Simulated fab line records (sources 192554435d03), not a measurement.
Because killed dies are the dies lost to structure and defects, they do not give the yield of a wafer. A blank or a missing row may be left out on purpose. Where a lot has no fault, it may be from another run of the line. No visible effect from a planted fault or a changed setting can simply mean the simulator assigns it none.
Matching of chambers + flow n5Finfet + N5_BEOL_M11_CURE_71 on uvCure-01: 3 sister chambers
The step cures SiCOH lowk, time 240 s. 24 wafers are shown with their chamber, then 12 later ones without.

WAFERS WITH THEIR CHAMBER
| wafer  | chamber | wafer_temp_C_max | lampPowerPct (%) |
|--------|---------|------------------|------------------|
| L076.1 | 1       | 387.3            | 52.23            |
| L076.4 | 1       | 387.8            | 52.31            |
| L076.6 | 1       | 388.0            | 52.29            |
| L075.1 | 1       | 386.2            | 52.28            |
| L075.3 | 1       | 386.8            | 52.34            |
| L075.5 | 1       | 387.1            | 52.30            |
| L079.1 | 2       | 387.3            | 52.33            |
| L079.2 | 2       | 386.8            | 52.36            |
| L079.5 | 2       | 386.9            | 52.45            |
| L077.2 | 2       | 386.3            | 52.18            |
| L077.5 | 2       | 387.3            | 52.29            |
| L077.6 | 2       | 386.7            | 52.35            |
| L078.1 | 1       | 388.6            | 52.46            |
| L078.2 | 1       | 388.3            | 52.26            |
| L078.4 | 1       | 387.5            | 52.37            |
| L085.1 | 2       | 386.5            | 52.32            |
| L085.4 | 2       | 387.7            | 52.31            |
| L085.5 | 2       | 387.0            | 52.22            |
| L086.2 | 2       | 386.9            | 52.18            |
| L086.4 | 2       | 387.0            | 52.27            |
| L086.6 | 2       | 386.9            | 52.19            |
| L088.1 | 0       | 387.3            | 52.33            |
| L088.2 | 0       | 387.0            | 52.25            |
| L088.4 | 0       | 387.4            | 52.25            |

SIGNATURES (averages over the wafers above)
| reading          | chamber 0 | chamber 1 | chamber 2 | scatter within a chamber |
|------------------|-----------|-----------|-----------|--------------------------|
| wafer_temp_C_max | 387.233   | 387.511   | 386.942   | 0.543                    |
| lampPowerPct     | 52.2767   | 52.3156   | 52.2875   | 0.0749                   |
Rule: for a wafer and a chamber, the distance is found by dividing, reading by reading, the gap between the wafer's reading and the chamber's mean by the reading's scatter, squaring, summing and taking the root. The wafer belongs to the nearest chamber; if the next one is less than 2 further off, it can't be placed. The scatter is the square root of a quotient: the sum, over the shown wafers, of each reading's squared deviation from its chamber's mean, divided by wafers minus chambers.

WAFERS WITH NO CHAMBER GIVEN
| wafer  | wafer_temp_C_max | lampPowerPct (%) |
|--------|------------------|------------------|
| L091.3 | 386.7            | 52.33            |
| L091.4 | 386.5            | 52.27            |
| L091.6 | 386.9            | 52.36            |
| L092.1 | 387.0            | 52.37            |
| L092.2 | 387.6            | 52.34            |
| L092.5 | 387.0            | 52.32            |
| L096.1 | 386.5            | 52.35            |
| L096.2 | 386.8            | 52.24            |
| L096.6 | 386.9            | 52.35            |
| L097.1 | 387.1            | 52.41            |
| L097.3 | 389.2            | 52.34            |
| L097.5 | 388.3            | 52.37            |

WHICH CHAMBER EACH WENT THROUGH
| wafer  | from the rows above          | in truth |
|--------|------------------------------|----------|
| L091.3 | can't be placed: 2 or 0 or 1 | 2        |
| L091.4 | can't be placed: 2 or 0 or 1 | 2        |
| L091.6 | can't be placed: 2 or 0 or 1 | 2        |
| L092.1 | can't be placed: 2 or 1 or 0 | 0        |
| L092.2 | can't be placed: 1 or 0 or 2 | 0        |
| L092.5 | can't be placed: 2 or 0 or 1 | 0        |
| L096.1 | can't be placed: 2 or 0 or 1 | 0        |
| L096.2 | can't be placed: 2 or 0 or 1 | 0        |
| L096.6 | can't be placed: 2 or 0 or 1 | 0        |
| L097.1 | can't be placed: 1 or 2 or 0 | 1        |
| L097.3 | can't be placed: 1 or 0 or 2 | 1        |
| L097.5 | can't be placed: 1 or 0 or 2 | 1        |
Correctly placed: 0 of 12. Can't be placed from these rows: 12 (the true chamber is among the candidates in 12). Wrongly placed: 0.
